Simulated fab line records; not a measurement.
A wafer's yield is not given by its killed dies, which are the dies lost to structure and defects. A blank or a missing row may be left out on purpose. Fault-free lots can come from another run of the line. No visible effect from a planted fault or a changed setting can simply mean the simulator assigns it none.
Matching of chambers / flow n5Finfet / 4 sister chambers for N5_MOL_CONTACT_COAG_ETCHBACK_135 on rieDiel-01
The step etches SiO2 in CHF3, target depth 25 nm, time 16.7 s. 4 wafers are shown with their chamber, then 9 later ones without.

== EACH WAFER AND ITS CHAMBER ==
wafer=L086.5; chamber=3; oes_f_703_au (a.u.)=0.90
wafer=L087.2; chamber=1; oes_f_703_au (a.u.)=0.75
wafer=L087.3; chamber=2; oes_f_703_au (a.u.)=0.73
wafer=L087.5; chamber=0; oes_f_703_au (a.u.)=0.70

== WAFERS WITHOUT THEIR CHAMBER ==
wafer=L089.2; oes_f_703_au (a.u.)=0.89
wafer=L089.4; oes_f_703_au (a.u.)=0.75
wafer=L089.6; oes_f_703_au (a.u.)=0.70
wafer=L094.2; oes_f_703_au (a.u.)=0.88
wafer=L094.3; oes_f_703_au (a.u.)=0.74
wafer=L094.4; oes_f_703_au (a.u.)=0.71
wafer=L097.1; oes_f_703_au (a.u.)=0.74
wafer=L097.2; oes_f_703_au (a.u.)=0.68
wafer=L097.4; oes_f_703_au (a.u.)=0.74

== THE CHAMBER EACH PASSED THROUGH ==
wafer=L089.2; from the rows above=3; in truth=3
wafer=L089.4; from the rows above=can't be placed: 1 or 2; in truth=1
wafer=L089.6; from the rows above=0; in truth=0
wafer=L094.2; from the rows above=3; in truth=3
wafer=L094.3; from the rows above=can't be placed: 1 or 2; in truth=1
wafer=L094.4; from the rows above=can't be placed: 0 or 2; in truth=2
wafer=L097.1; from the rows above=can't be placed: 1 or 2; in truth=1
wafer=L097.2; from the rows above=0; in truth=0
wafer=L097.4; from the rows above=can't be placed: 1 or 2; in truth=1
Correct placement for 4 of the 9. Unplaceable from these rows: 5, with the true chamber sitting among the candidates in 5. 0 placed wrongly.
How it was worked out, from the rows above alone: a wafer's distance from a chamber is the root of the sum, over the readings, of the square of ((its reading less the chamber's mean) divided by the reading's scatter). The wafer belongs to the nearest chamber; if the next one is less than 2 further off, it can't be placed. The mean given for a chamber averages the wafers shown for that chamber. The scatter (one wafer shown for each chamber): square how far every hidden wafer sits from the nearest shown wafer, average those squares and take the square root.
